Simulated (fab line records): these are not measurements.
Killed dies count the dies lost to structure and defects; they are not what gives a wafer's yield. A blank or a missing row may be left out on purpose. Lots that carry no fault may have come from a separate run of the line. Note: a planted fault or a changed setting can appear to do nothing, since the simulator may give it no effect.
fab line records ; flow n5_finfet
[record] lots = 9; wafers = 27; last_day = 17
route steps=1938 shown GATE_CUT@501 BEOL_M4@1111
lots that met no fault: from a run of the same line without faults
start_h: hours from the record's opening day to when the first of the lot's shown wafers began ; wait_h: hours since the lot's step before ; " identical to the entry in the row above ; L1.1+2: one row covering several wafers at once ; - no value, or no start given ; * or withheld: withheld ; < > ~ a bound
route shown NAME@n: NAME is a module with steps in the file, n the number in the route of the first one ; usual: mean/standard deviation taken from wafers without a fault ; same: alike in all rows ; chamber/n: place in a boat ; sites: the reading at each site ; _std_site: how widely they spread, as a standard deviation ; _edge_site: outer sites' mean less inner sites' ; radius_mm: for every site, how far away it sits from the centre of the wafer ; mask NAME#n: copy n ; behind: the most recent tool/chamber to have shaped the wafer ; hold: reason for holding the lot/hours on hold/outcome of the hold ; device: names the non-switching transistor (n, p or np) ; end of line: the same wafers' tests at the end of the route ; where a step has no rows: the recipe by itself ; killed: dies that structure and defects cost at the first sort, which is not the same as the wafer's yield ; map: dies across one wafer; x = killed, . = not, _ = none there
set.NAME: the setting as run; set.NAME@STEP: as run at that earlier step ; model.NAME: the simulator's own value behind a step, which no gauge read
one table for each step of the route and one row for each wafer, over a sample of lots
services: from which hour (start_h, from the record's first day; less than 0 if before it) a tool's chamber was out of use, for how many hours, and why
[[steps]]
[step N5_GATE_CUT_CUT_ETCH_54]
[recipe] chemistry = Cl2/BCl3; target = TiN; mask_material = SiO2; target_depth_a = 967; pressure_mtorr = 10; icp_w = 1000; bias_w = 126; Cl2_flow_sccm = 53.25; bcl3_flow_sccm = 21.75; Ar_flow_sccm = 25; ends = cleared
[usual] drypump_motor_current_A = 6.0/0.45; etch_rf_on_time_s = 36.4/0.47; he_backside_leak_sccm = 3.51/0.18; mfc_ar_sccm = 25.01/0.077; oes_ar_750_au = 0.78/0.089; oes_product_au = 0.71/0.084; throttle_valve_pct = 22.27/0.2
lot.wafer;tool;chamber;start_h;wait_h;drypump_motor_current_A;etch_rf_on_time_s;he_backside_leak_sccm;mfc_ar_sccm;oes_ar_750_au;oes_product_au;rf_hours_counter_h;throttle_valve_pct
L321.1;rie_metal-01;1;84.17;0.0;5.6;36.6;3.21;25.08;0.82;0.76;20;22.20
L321.5;rie_metal-01;1;84.17;0.0;5.6;36.9;3.35;25.14;0.83;0.76;-;22.22
L321.6;rie_metal-01;0;84.17;0.0;6.1;36.0;3.49;24.95;0.67;0.61;-;22.42
L324.1;rie_metal-03;0;101.30;0.0;6.2;36.8;3.37;24.90;0.79;0.71;32;22.17
L324.2;rie_metal-03;1;101.30;0.0;5.3;37.3;3.70;24.95;0.58;0.52;138;22.81
L324.6;rie_metal-03;1;101.30;0.0;5.3;37.5;3.83;25.04;0.59;0.52;-;22.79
L326.4;rie_metal-02;0;114.95;0.0;6.6;36.7;3.25;25.09;0.82;0.75;-;22.43
L326.5;rie_metal-02;1;114.95;0.0;6.5;35.7;3.86;25.09;0.83;0.76;-;21.88
L326.6;rie_metal-02;0;114.95;0.0;6.6;36.2;3.52;24.91;0.83;0.75;-;22.42
L330.1;rie_metal-03;0;137.58;0.1;6.2;36.7;3.65;25.02;0.78;0.71;35;22.17
L330.2;rie_metal-03;0;137.58;0.1;6.2;36.8;3.71;25.04;0.79;0.70;-;22.16
L330.6;rie_metal-03;0;137.58;0.1;6.2;36.6;3.60;25.00;0.78;0.70;-;22.17
L338.3;rie_metal-03;0;188.97;0.0;6.2;36.4;3.63;24.99;0.77;0.69;-;22.19
L338.4;rie_metal-03;1;188.97;0.0;5.3;26.3;3.28;25.11;0.93;1.04;-;22.14
L338.6;rie_metal-03;1;188.97;0.0;5.2;35.8;3.37;25.04;0.93;0.85;-;22.35
L341.1;rie_metal-01;1;203.67;0.0;5.6;36.9;3.56;24.95;0.79;0.72;31;22.24
L341.2;rie_metal-01;0;203.67;0.0;6.1;36.3;3.76;25.00;0.66;0.59;97;22.43
L341.3;rie_metal-01;0;203.67;0.0;6.0;36.6;3.68;25.06;0.66;0.59;-;22.44
L342.2;rie_metal-02;1;213.36;0.0;6.5;35.6;3.48;25.05;0.81;0.73;43;21.91
L342.3;rie_metal-02;1;213.36;0.0;6.5;35.5;3.67;25.08;0.80;0.73;-;21.92
L342.6;rie_metal-02;0;213.36;0.0;6.6;36.4;3.25;25.07;0.80;0.72;-;22.45
L343.1;rie_metal-01;0;220.08;0.0;6.1;35.8;3.73;25.05;0.66;0.60;99;22.44
L343.3;rie_metal-01;1;220.08;0.0;5.6;36.0;3.47;25.04;0.78;0.72;-;22.22
L343.5;rie_metal-01;0;220.08;0.0;6.0;36.0;3.70;25.11;0.65;0.59;-;22.44
L344.3;rie_metal-01;1;224.09;0.0;5.6;37.0;3.42;24.95;0.78;0.71;-;22.25
L344.4;rie_metal-01;0;224.09;0.0;6.0;36.7;3.20;24.98;0.65;0.58;-;22.45
L344.6;rie_metal-01;0;224.09;0.0;6.0;36.7;3.07;24.93;0.65;0.59;-;22.46
[step N5_GATE_CUT_VAPOR_ETCH_48]
[recipe] chemistry = BCl3/Cl2; target = TiN; mode = isotropic
[usual] drypump_motor_current_A = 6.0/0.45; he_backside_leak_sccm = 3.50/0.17; oes_product_au = 0.79/0.094
lot.wafer;tool;chamber;start_h;wait_h;drypump_motor_current_A;he_backside_leak_sccm;oes_product_au
L321.1;rie_metal-01;1;84.29;0.0;5.5;3.28;0.85
L321.5;rie_metal-01;1;84.29;0.0;5.6;3.38;0.85
L321.6;rie_metal-01;0;84.29;0.0;6.1;3.51;0.67
L324.1;rie_metal-03;0;101.42;0.0;6.2;3.46;0.80
L324.2;rie_metal-03;1;101.42;0.0;5.3;3.45;0.57
L324.6;rie_metal-03;1;101.42;0.0;5.3;3.51;0.58
L326.4;rie_metal-02;0;115.06;0.0;6.6;3.45;0.83
L326.5;rie_metal-02;1;115.06;0.0;6.5;3.48;0.83
L326.6;rie_metal-02;0;115.06;0.0;6.6;3.46;0.84
L330.1;rie_metal-03;0;137.82;0.1;6.2;3.54;0.77
L330.2;rie_metal-03;0;137.82;0.1;6.2;3.31;0.79
L330.6;rie_metal-03;0;137.82;0.1;6.2;3.45;0.78
L338.3;rie_metal-03;0;189.08;0.0;6.2;3.54;0.77
L338.4;rie_metal-03;1;189.08;0.0;5.3;3.12;0.94
L338.6;rie_metal-03;1;189.08;0.0;5.3;3.61;0.94
L341.1;rie_metal-01;1;203.79;0.0;5.6;3.31;0.81
L341.2;rie_metal-01;0;203.79;0.0;6.0;3.42;0.65
L341.3;rie_metal-01;0;203.79;0.0;6.0;3.49;0.66
L342.2;rie_metal-02;1;213.48;0.0;6.5;3.68;0.79
L342.3;rie_metal-02;1;213.48;0.0;6.5;3.69;0.79
L342.6;rie_metal-02;0;213.48;0.0;6.6;3.72;0.80
L343.1;rie_metal-01;0;220.20;0.0;6.1;3.58;0.65
L343.3;rie_metal-01;1;220.20;0.0;5.6;3.39;0.81
L343.5;rie_metal-01;0;220.20;0.0;6.0;3.31;0.66
L344.3;rie_metal-01;1;224.20;0.0;5.6;3.43;0.81
L344.4;rie_metal-01;0;224.20;0.0;6.0;3.19;0.65
L344.6;rie_metal-01;0;224.20;0.0;6.1;3.36;0.65
[step N5_GATE_CUT_VAPOR_ETCH_49]
[recipe] chemistry = BCl3/Cl2; target = TiAlC; mode = isotropic
[usual] drypump_motor_current_A = 6.0/0.45; he_backside_leak_sccm = 3.52/0.3; oes_product_au = 0.78/0.093
lot.wafer;tool;chamber;start_h;wait_h;drypump_motor_current_A;he_backside_leak_sccm;oes_product_au
L321.1;rie_metal-01;1;84.32;0.0;5.6;3.54;0.85
L321.5;rie_metal-01;1;84.32;0.0;5.6;3.67;0.84
L321.6;rie_metal-01;0;84.32;0.0;6.1;3.31;0.66
L324.1;rie_metal-03;0;101.45;0.0;6.2;3.55;0.79
L324.2;rie_metal-03;1;101.45;0.0;5.3;3.88;0.57
L324.6;rie_metal-03;1;101.45;0.0;5.3;3.79;0.58
L326.4;rie_metal-02;0;115.09;0.0;6.6;3.24;0.84
L326.5;rie_metal-02;1;115.09;0.0;6.5;3.66;0.81
L326.6;rie_metal-02;0;115.09;0.0;6.6;3.43;0.83
L330.1;rie_metal-03;0;137.88;0.1;6.2;3.47;0.77
L330.2;rie_metal-03;0;137.88;0.1;6.2;3.46;0.77
L330.6;rie_metal-03;0;137.88;0.1;6.2;3.54;0.78
L338.3;rie_metal-03;0;189.11;0.0;6.2;3.44;0.76
L338.4;rie_metal-03;1;189.11;0.0;5.3;3.51;0.95
L338.6;rie_metal-03;1;189.11;0.0;5.3;3.23;0.94
L341.1;rie_metal-01;1;203.82;0.0;5.6;3.50;0.80
L341.2;rie_metal-01;0;203.82;0.0;6.1;3.72;0.66
L341.3;rie_metal-01;0;203.82;0.0;6.1;3.54;0.65
L342.2;rie_metal-02;1;213.51;0.0;6.5;3.64;0.80
L342.3;rie_metal-02;1;213.51;0.0;6.5;3.58;0.80
L342.6;rie_metal-02;0;213.51;0.0;6.6;3.31;0.80
L343.1;rie_metal-01;0;220.23;0.0;6.1;3.54;0.65
L343.3;rie_metal-01;1;220.23;0.0;5.6;3.63;0.80
L343.5;rie_metal-01;0;220.23;0.0;6.0;3.46;0.65
L344.3;rie_metal-01;1;224.23;0.0;5.6;3.65;0.80
L344.4;rie_metal-01;0;224.23;0.0;6.0;3.63;0.65
L344.6;rie_metal-01;0;224.23;0.0;6.0;3.48;0.64
[step N5_GATE_CUT_ALD_22]
[recipe] material = SiNx; target_thk_a = 160; temp_c = 400; ald_precursor_family = SiH2I2; ald_co_reactant = N2/H2-plasma; pulse_time_s = 1; ald_cycles = 320; purge_time_s = 2; co_reactant_purge_time_s = 2; pressure_torr = 2
[usual] chamber_pressure_Torr = 2.000/0.0045; heater_power_w = 830/100; precursor_pulse_height_rel = 1.001/0.018
[same] purge_time_s = 2
lot.wafer;tool;chamber;start_h;wait_h;chamber_pressure_Torr;heater_power_w;precursor_pulse_height_rel;since_wet_clean_h
L321.1;ald_sin-03;0;84.56;0.0;2.001;876;0.969;274
L321.5;ald_sin-03;3;84.56;0.0;1.998;832;0.983;-
L321.6;ald_sin-03;2;84.56;0.0;2.004;790;0.990;-
L324.1;ald_sin-04;2;101.73;0.1;1.996;837;0.990;94
L324.2;ald_sin-04;1;101.73;0.1;1.992;808;1.014;94
L324.6;ald_sin-04;1;101.73;0.1;1.996;809;1.034;-
L326.4;ald_sin-03;1;115.32;0.0;1.996;744;1.025;305
L326.5;ald_sin-03;0;115.32;0.0;1.991;865;1.018;-
L326.6;ald_sin-03;3;115.32;0.0;2.000;816;1.025;-
L330.1;ald_sin-04;1;138.17;0.0;1.994;800;0.994;131
L330.2;ald_sin-04;0;138.17;0.0;2.005;980;1.009;131
L330.6;ald_sin-04;2;138.17;0.0;1.999;890;1.005;-
L338.3;ald_sin-03;0;192.95;3.6;2.007;884;1.010;1
L338.4;ald_sin-03;0;192.95;3.6;2.008;881;0.997;-
L338.6;ald_sin-03;1;192.95;3.6;1.999;738;0.989;-
L341.1;ald_sin-02;0;204.32;0.3;1.998;867;1.005;104
L341.2;ald_sin-02;1;204.32;0.3;2.002;652;1.004;104
L341.3;ald_sin-02;2;204.32;0.3;2.002;858;0.973;104
L342.2;ald_sin-02;0;213.76;0.0;1.998;922;1.015;114
L342.3;ald_sin-02;1;213.76;0.0;2.005;637;0.985;114
L342.6;ald_sin-02;1;213.76;0.0;2.003;654;0.983;-
L343.1;ald_sin-02;3;220.47;0.0;1.995;963;0.999;120
L343.3;ald_sin-02;2;220.47;0.0;2.010;867;1.023;120
L343.5;ald_sin-02;2;220.47;0.0;2.009;853;0.985;-
L344.3;ald_sin-03;2;224.45;0.0;2.009;758;1.001;33
L344.4;ald_sin-03;1;224.45;0.0;1.997;742;0.987;33
L344.6;ald_sin-03;0;224.45;0.0;1.996;866;1.013;-
[step N5_BEOL_M4_RC_MEAS_101]
[usual] DIBL_N = 36.4/1.5; DIBL_P = 36.4/1.6; IOFF_N = 0.164/0.025; IOFF_P = 0.214/0.028; ION_N = 675/9.9; ION_P = 463/6.5; SS_N = 71.5/0.5; SS_P = 73.3/0.56; VT_N = 249.2/2.7; VT_P = -250.1/2.8
lot.wafer;tool;chamber;start_h;wait_h;DIBL_N[mV/V];DIBL_P[mV/V];IOFF_N[nA/um];IOFF_P[nA/um];ION_N[uA/um];ION_P[uA/um];SS_N[mV/dec];SS_P[mV/dec];VT_N[mV];VT_P[mV]
L321.1;prober-02;0;164.19;0.0;36.5;35.4;0.134;0.171;664;453;71.2;73.7;250.4;-256.0
L321.5;prober-02;0;164.19;0.0;37.0;36.7;0.155;0.186;688;458;70.7;73.7;248.1;-253.7
L321.6;prober-02;0;164.19;0.0;37.2;36.3;0.149;0.185;660;451;70.8;73.2;251.0;-256.5
L324.1;prober-01;0;183.12;0.0;36.4;36.9;0.153;0.173;671;455;71.8;73.3;248.6;-253.4
L324.2;prober-01;0;183.12;0.0;34.1;34.1;0.111;0.145;657;440;70.8;72.7;256.2;-257.7
L324.6;prober-01;0;183.12;0.0;35.7;35.4;0.134;0.160;656;447;71.7;73.6;252.8;-254.4
L326.4;prober-01;0;195.83;0.5;36.7;33.8;0.152;0.187;670;459;71.3;72.3;250.7;-252.1
L326.5;prober-01;0;195.83;0.5;38.0;35.8;0.176;0.214;691;470;71.4;74.1;247.4;-250.6
L326.6;prober-01;0;195.83;0.5;37.8;35.7;0.173;0.210;678;457;72.0;73.6;246.8;-251.4
L330.1;prober-01;0;216.73;0.4;38.2;35.8;0.172;0.221;674;459;72.2;73.0;249.4;-249.3
L330.2;prober-01;0;216.73;0.4;38.7;36.1;0.184;0.239;681;470;72.0;73.4;246.6;-247.6
L330.6;prober-01;0;216.73;0.4;38.6;36.6;0.187;0.254;675;465;71.8;73.6;245.5;-248.3
L338.3;prober-01;0;272.41;0.3;37.9;38.7;0.222;0.244;696;468;72.3;73.6;246.7;-248.5
L338.4;prober-01;0;272.41;0.3;36.9;37.5;0.207;0.225;697;468;71.7;74.4;245.8;-249.9
L338.6;prober-01;0;272.41;0.3;38.5;39.4;0.247;0.256;703;469;71.3;74.2;242.5;-246.1
L341.1;prober-01;0;288.38;0.0;37.0;37.4;0.161;0.218;674;463;71.5;73.1;247.9;-252.6
L341.2;prober-01;0;288.38;0.0;36.1;36.9;0.150;0.207;677;464;72.0;72.8;247.4;-249.7
L341.3;prober-01;0;288.38;0.0;36.7;37.4;0.152;0.208;669;464;71.9;73.1;248.8;-250.3
L342.2;prober-02;0;291.64;0.2;35.1;34.9;0.159;0.175;681;458;71.7;73.1;250.2;-254.8
L342.3;prober-02;0;291.64;0.2;34.7;34.4;0.146;0.169;674;457;71.1;73.1;249.3;-252.5
L342.6;prober-02;0;291.64;0.2;35.5;35.5;0.157;0.187;667;455;71.8;72.9;249.2;-254.0
L344.3;prober-02;0;303.39;0.3;37.4;37.1;0.184;0.225;675;464;71.4;73.8;246.9;-250.5
L344.4;prober-02;0;303.39;0.3;36.6;36.1;0.164;0.212;674;457;71.6;73.7;251.0;-251.4
L344.6;prober-02;0;303.39;0.3;37.8;36.8;0.174;0.218;678;459;71.2;74.1;249.6;-249.9
L343.1;prober-02;0;304.01;0.7;35.5;35.8;0.140;0.200;660;457;71.3;72.4;250.5;-249.5
L343.3;prober-02;0;304.01;0.7;36.0;36.8;0.158;0.221;670;465;72.0;73.2;249.4;-250.0
L343.5;prober-02;0;304.01;0.7;36.3;36.5;0.155;0.216;665;464;71.7;72.3;251.5;-250.7
[[services]]
tool;chamber;start_h;hours;kind
ald_sin-02;2;71.28;30.4;repair
ald_sin-02;-;86.52;14.0;pm
ald_sin-02;0;86.52;14.0;vent_cycle
ald_sin-02;1;86.52;14.0;vent_cycle
rie_metal-02;1;89.67;8.2;repair
rie_metal-03;1;121.91;-;clean
rie_metal-03;1;121.91;17.2;scheduled_down
rie_metal-03;1;121.91;17.2;vent_cycle
rie_metal-02;0;123.42;13.7;repair
rie_metal-02;-;128.87;2.8;pm
rie_metal-02;-;132.12;2.2;repair
rie_metal-01;0;139.66;5.8;repair
rie_metal-01;0;145.57;27.8;repair
rie_metal-01;-;151.98;1.0;repair
ald_sin-03;3;172.68;20.5;repair
ald_sin-03;-;178.11;14.0;pm
ald_sin-03;0;178.11;14.0;vent_cycle
ald_sin-03;1;178.11;14.0;vent_cycle
ald_sin-03;2;178.11;14.0;vent_cycle
ald_sin-02;-;182.71;14.6;pm
ald_sin-03;0;192.11;-;clean
ald_sin-03;1;192.11;-;clean
ald_sin-03;2;192.11;-;clean
ald_sin-04;-;223.62;0.7;repair
[[key]]
[first_sign] step = N5_GATE_CUT_CUT_ETCH_54; reading = etch_rf_on_time_s; direction = down; sigmas = 21; usual = *; struck = *
[effect] step = N5_GATE_CUT_CUT_ETCH_54; reading = oes_product_au; direction = up; sigmas = 3.9; usual = 0.71; struck = 1.04
met_at N5_GATE_CUT_CUT_ETCH_54
struck_lots L338
struck_wafers L338.4
not_acting_at N5_GATE_CUT_VAPOR_ETCH_48,N5_GATE_CUT_VAPOR_ETCH_49,N5_GATE_CUT_ALD_22
onset_between 137.58 188.97
[fault] kind = process_parameter_drift; tool = rie_metal-03; chamber = -; onset_h = 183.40; steps = N5_GATE_CUT_CUT_ETCH_54; channel = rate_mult; offset = 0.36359; shape = step; end_h = 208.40; scope = struck_wafers_only
